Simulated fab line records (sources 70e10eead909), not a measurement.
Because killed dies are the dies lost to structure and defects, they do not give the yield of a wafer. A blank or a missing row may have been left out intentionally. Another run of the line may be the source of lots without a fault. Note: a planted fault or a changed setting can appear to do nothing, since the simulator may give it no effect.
Matching of chambers :: flow nand harc :: NHARC_A_M1_DESCUM_14 on rie diel-06: 4 sister chambers
The step chemistry O2, time 3 s. 20 wafers are shown with their chamber, then 10 later ones without.

EACH WAFER AND ITS CHAMBER
wafer: L076.1
chamber: 0
drypump motor current A (A): 6.1
oes product au (a.u.): 0.984
rf vpp V (V): 58.4

wafer: L076.2
chamber: 2
drypump motor current A (A): 6.1
oes product au (a.u.): 0.998
rf vpp V (V): 58.9

wafer: L076.3
chamber: 3
drypump motor current A (A): 5.7
oes product au (a.u.): 1.017
rf vpp V (V): 57.7

wafer: L076.4
chamber: 2
drypump motor current A (A): 6.1
oes product au (a.u.): 0.992
rf vpp V (V): 56.8

wafer: L076.5
chamber: 0
drypump motor current A (A): 6.1
oes product au (a.u.): 0.995
rf vpp V (V): 59.0

wafer: L076.6
chamber: 3
drypump motor current A (A): 5.7
oes product au (a.u.): 1.006
rf vpp V (V): 56.4

wafer: L079.1
chamber: 2
drypump motor current A (A): 6.1
oes product au (a.u.): 0.990
rf vpp V (V): 57.6

wafer: L079.3
chamber: 1
drypump motor current A (A): 5.3
oes product au (a.u.): 0.995
rf vpp V (V): 58.9

wafer: L079.5
chamber: 3
drypump motor current A (A): 5.8
oes product au (a.u.): 1.005
rf vpp V (V): 57.8

wafer: L081.1
chamber: 3
drypump motor current A (A): 5.8
oes product au (a.u.): 1.013
rf vpp V (V): 56.4

wafer: L081.2
chamber: 0
drypump motor current A (A): 6.2
oes product au (a.u.): 1.005
rf vpp V (V): 58.3

wafer: L081.4
chamber: 2
drypump motor current A (A): 6.1
oes product au (a.u.): 0.997
rf vpp V (V): 56.3

wafer: L082.1
chamber: 3
drypump motor current A (A): 5.7
oes product au (a.u.): 1.001
rf vpp V (V): 57.8

wafer: L082.4
chamber: 0
drypump motor current A (A): 6.1
oes product au (a.u.): 1.002
rf vpp V (V): 59.1

wafer: L082.6
chamber: 0
drypump motor current A (A): 6.1
oes product au (a.u.): 0.996
rf vpp V (V): 58.0

wafer: L086.3
chamber: 3
drypump motor current A (A): 5.8
oes product au (a.u.): 1.001
rf vpp V (V): 57.5

wafer: L086.4
chamber: 1
drypump motor current A (A): 5.4
oes product au (a.u.): 0.983
rf vpp V (V): 57.9

wafer: L086.6
chamber: 1
drypump motor current A (A): 5.4
oes product au (a.u.): 0.995
rf vpp V (V): 58.7

wafer: L089.2
chamber: 3
drypump motor current A (A): 5.7
oes product au (a.u.): 1.006
rf vpp V (V): 58.4

wafer: L089.3
chamber: 1
drypump motor current A (A): 5.4
oes product au (a.u.): 0.997
rf vpp V (V): 58.2

SIGNATURES, as means of the wafers listed above
reading: drypump motor current A
chamber 0: 6.120
chamber 1: 5.375
chamber 2: 6.100
chamber 3: 5.743
scatter within a chamber: 0.0452

reading: oes product au
chamber 0: 0.99640
chamber 1: 0.99250
chamber 2: 0.99425
chamber 3: 1.00700
scatter within a chamber: 0.00634

reading: rf vpp V
chamber 0: 58.560
chamber 1: 58.425
chamber 2: 57.400
chamber 3: 57.429
scatter within a chamber: 0.741
Rule: a wafer's distance from a chamber is the root of the sum, over the readings, of the square of ((its reading less the chamber's mean) divided by the reading's scatter). The wafer belongs to the nearest chamber; if the next one is less than 2 further off, it can't be placed. The scatter is the square root of a quotient: the sum, over the shown wafers, of each reading's squared deviation from its chamber's mean, divided by wafers minus chambers.

WAFERS MISSING THEIR CHAMBER
wafer: L089.5
drypump motor current A (A): 5.4
oes product au (a.u.): 0.998
rf vpp V (V): 57.7

wafer: L089.1
drypump motor current A (A): 6.1
oes product au (a.u.): 0.996
rf vpp V (V): 59.2

wafer: L089.4
drypump motor current A (A): 6.1
oes product au (a.u.): 0.995
rf vpp V (V): 57.6

wafer: L089.6
drypump motor current A (A): 6.1
oes product au (a.u.): 1.004
rf vpp V (V): 57.0

wafer: L092.4
drypump motor current A (A): 6.1
oes product au (a.u.): 0.983
rf vpp V (V): 59.0

wafer: L092.5
drypump motor current A (A): 6.1
oes product au (a.u.): 1.004
rf vpp V (V): 57.8

wafer: L092.6
drypump motor current A (A): 5.8
oes product au (a.u.): 1.010
rf vpp V (V): 56.9

wafer: L096.2
drypump motor current A (A): 6.2
oes product au (a.u.): 1.003
rf vpp V (V): 58.4

wafer: L096.5
drypump motor current A (A): 6.1
oes product au (a.u.): 0.994
rf vpp V (V): 57.5

wafer: L096.6
drypump motor current A (A): 5.4
oes product au (a.u.): 0.995
rf vpp V (V): 58.4

WHICH CHAMBER EACH WENT THROUGH
wafer: L089.5
from the rows above: 1
in truth: 1

wafer: L089.1
from the rows above: can't be placed: 0 or 2
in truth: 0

wafer: L089.4
from the rows above: can't be placed: 2 or 0
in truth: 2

wafer: L089.6
from the rows above: can't be placed: 2 or 0
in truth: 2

wafer: L092.4
from the rows above: can't be placed: 0 or 2
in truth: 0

wafer: L092.5
from the rows above: can't be placed: 2 or 0
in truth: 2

wafer: L092.6
from the rows above: 3
in truth: 3

wafer: L096.2
from the rows above: can't be placed: 0 or 2
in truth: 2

wafer: L096.5
from the rows above: can't be placed: 2 or 0
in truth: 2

wafer: L096.6
from the rows above: 1
in truth: 1
3 of 10 placed correctly. Not placeable from these rows: 7 (in 7, the candidates include the true chamber). Placed wrongly: 0.
